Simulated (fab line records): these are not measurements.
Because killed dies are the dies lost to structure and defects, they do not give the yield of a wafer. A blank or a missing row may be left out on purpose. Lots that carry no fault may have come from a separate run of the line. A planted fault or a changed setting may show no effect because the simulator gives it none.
A struck lot beside a sound one | flow n5-finfet | 37 out of 1938 route steps
Sound: wafers L676.2, L676.4, L676.6. The struck wafers were L690.2, L690.3, L690.6. The cause comes at the end.
For every step that has rows: the tool of each side, followed by ch and its chambers, followed by its first start. Under that, the readings that differ: sound wafers | struck wafers | difference of the means | sigmas: that difference in standard deviations of wafers without a fault.
alike: readings with means less than 2 such deviations apart, plus words and numbers identical on both sides. not compared: withheld readings, readings lacking a value on some wafer, bounds such as >300 that could conceal the same value, and numbers that have no deviation in the record and whose values overlap.
The two part at a step that has a row with sigmas, a row that says differs or no value, or rows on one side only. Non-overlapping numbers with no deviation appear without sigmas and do not part them. A reading that every wafer of one side lacks parts them only if that side has two wafers or more.

first, 9 steps without rows for these wafers: N5_BEOL_M9_DESCUM_33 (chemistry O2, time 7 s); N5_BEOL_M9_ETCH_76 (etches underlayer in N2/H2, target depth 6.5 nm, time 5.2 s); N5_BEOL_M9_ETCH_65 (etches SiARC in CF4, target depth 15.6 nm, time 26 s); N5_BEOL_M9_ETCH_66 (etches SOC in N2/H2, target depth 80 nm, overetch 16 nm, time 120 s); N5_BEOL_M9_STRIP_69 (strips in N2/H2); N5_BEOL_M9_STRIP_77 (strips in N2/H2); N5_BEOL_M9_VIA_ETCH_34 (etches SiCOH lowk in C4F6/O2, target depth 182.4 nm, time 68.4 s); N5_BEOL_M9_STRIP_73 (strips in C4F6/O2); N5_BEOL_M9_STRIP_36 (strips in N2/H2).
N5_BEOL_M9_TRENCH_ETCH_37: etches SiCOH lowk in C4F6/O2, target depth 151.43 nm, time 49 s.
  sound on rie-diel-02 ch 1,3, day 10 14:01; struck on rie-diel-05 ch 0,2, day 14 07:44
  reading                                    | sound             | struck            | difference | sigmas
  run-length-s (s)                           | 71.7 72.9 72.6    | 61.3 60.5 61.4    | -11.3      | -25
  time-s (s)                                 | 49 49 49          | 34.3 34.3 34.3    | -14.7      |
  model.BEOL_M9.feature-depth-nm (nm)        | 153.6 151 150.6   | 106.8 106 107.2   | -45.1      |
  model.etch.depth-nm (nm)                   | 153.6 151.1 150.7 | 106.8 105.9 107.3 | -45.1      |
  model.TiN_of_BEOL_M9_HM_DEP_02.thk-nm (nm) | 16.2 16.4 16.2    | 16.8 16.8 17      | +0.6       |
  alike: drypump-motor-current-A, mfc-ar-sccm, oes_ar_750_au, oes_f_703_au, oes-product-au, rf-vpp-V, showerhead-plenum-p-Torr, throttle-valve-pct
  not compared: rf-hours-counter-h
then, 2 steps without rows for these wafers: N5_BEOL_M9_ETCH_41 (etches SiCN in CH3F/O2, target depth 36.6 nm, time 70.1 s); N5_BEOL_M9_STRIP_80 (strips in N2/H2, time 10 s).
N5_BEOL_M9_OCD_MEAS_38:
  sound on ocd-01, day 10 14:12; struck on ocd-01, day 14 07:59
  reading              | sound             | struck            | difference | sigmas
  trench-depth-nm (nm) | 153.9 150.8 150.2 | 106.8 106.6 107.1 | -44.8      | -21
then, 13 steps without rows for these wafers: N5_BEOL_M9_HM_STRIP_39 (strips TiN in peroxide tin strip, target depth 25 nm, time 158 s); N5_BEOL_M9_SRD_40 (time 30 s); N5_BEOL_M9_PRECLEAN_42 (cleans in residue remover, time 60 s); N5_BEOL_M9_SRD_43 (time 30 s); N5_BEOL_M9_CURE_72 (cures SiCOH lowk, time 120 s); N5_BEOL_M9_DEGAS_44 (time 60 s); N5_BEOL_M9_PRE_CLEAN_45 (time 30 s); N5_BEOL_M9_ALD_74 (deposits TaN, target thk 2 nm, pulse time 2 s, purge time 3 s); N5_BEOL_M9_SURFACE_TREAT_79; N5_BEOL_M9_CVD_78 (deposits Co from CCTBA/H2, target thk 2 nm, time 138.9 s); N5_BEOL_M9_SPUTTER_48 (material Cu, target thk 12 nm, time 2 s); N5_BEOL_M9_ECD_50 (material Cu, target thk 318 nm); N5_BEOL_M9_ANNEAL_51 (time 90 s).
N5_BEOL_M9_CMP_52: polishes, stops on SiCOH lowk, t overpolish 7 s, target thk 140 nm.
  sound on cmp-03 ch 0,2,3, day 10 17:21; struck on cmp-03 ch 1,3, day 14 11:16
  reading                                | sound             | struck         | difference | sigmas
  model.Cu_of_BEOL_M9_ECD_50.thk-nm (nm) | 141.6 140.4 140.2 | 96.4 95.6 97.6 | -44.2      |
  alike: motor-current-A
N5_BEOL_M9_THK_MEAS_53: measures by xrf.
  sound on film-metro-02, day 10 17:34; struck on film-metro-02, day 14 11:34
  reading     | sound             | struck         | difference | sigmas
  M9_THK (nm) | 142.9 141.9 141.4 | 96.9 95.5 98.3 | -45.2      | -18
then, 2 steps without rows for these wafers: N5_BEOL_M9_PRE_CLEAN_55 (time 15 s); N5_BEOL_M9_DEP_56 (deposits SiCN from 3MS/NH3, target thk 15 nm, time 26.5 s).
N5_BEOL_M9_RS_MEAS_57: uses a four-point probe to measure.
  sound on film-metro-02, day 10 17:42; struck on film-metro-02, day 14 11:42
  reading        | sound                | struck               | difference | sigmas
  M9_RS (ohm/sq) | 0.1488 0.1503 0.1504 | 0.2290 0.2320 0.2266 | +0.0794    | +31
then, 5 steps without rows for these wafers: N5_BEOL_M10_ILD_DEP_00 (deposits SiCOH lowk from DEMS/porogen, target thk 308.51 nm, time 58 s); N5_BEOL_M10_CURE_71 (cures SiCOH lowk, time 240 s); N5_BEOL_M10_PECVD_70 (deposits SiO2 from TEOS/O2, target thk 20 nm, time 22.7 s); N5_BEOL_M10_HM_DEP_02 (deposits TiN, target thk 20 nm); N5_BEOL_M10_COAT_59 (time 60 s, resist thk 100 nm).
N5_BEOL_M15_RC_MEAS_101:
  sound on prober-01 ch 0, day 12 14:04; struck on prober-01 ch 0, day 16 07:25
  reading                   | sound                 | struck                  | difference | sigmas
  COMB_M10 (S/m)            | 1.1e-11 1.3e-11 1e-11 | 2.4e-11 1.6e-11 1.6e-11 | +7.3e-12   | +2
  SERP_M9 (ohm/um)          | 2.93 3.06 3.02        | 4.65 4.71 4.62          | +1.66      | +24
  SERP_M9_max_site (ohm/um) | 3.10 3.17 3.09        | 4.78 4.84 4.75          | +1.67      | +23
  alike: COMB_M11, COMB_M11_max_site, COMB_M12, COMB_M13, COMB_M14, COMB_M15, COMB_M5, COMB_M6, COMB_M7, COMB_M7_max_site, COMB_M8, SERP_M10, SERP_M11, SERP_M12, SERP_M13, SERP_M14, SERP_M5, SERP_M6, SERP_M7, SERP_M8

== WHERE THEY PART ==
Earliest at N5_BEOL_M9_TRENCH_ETCH_37; latest, in this record, at N5_BEOL_M15_RC_MEAS_101.

WHY: the cause the simulator had injected
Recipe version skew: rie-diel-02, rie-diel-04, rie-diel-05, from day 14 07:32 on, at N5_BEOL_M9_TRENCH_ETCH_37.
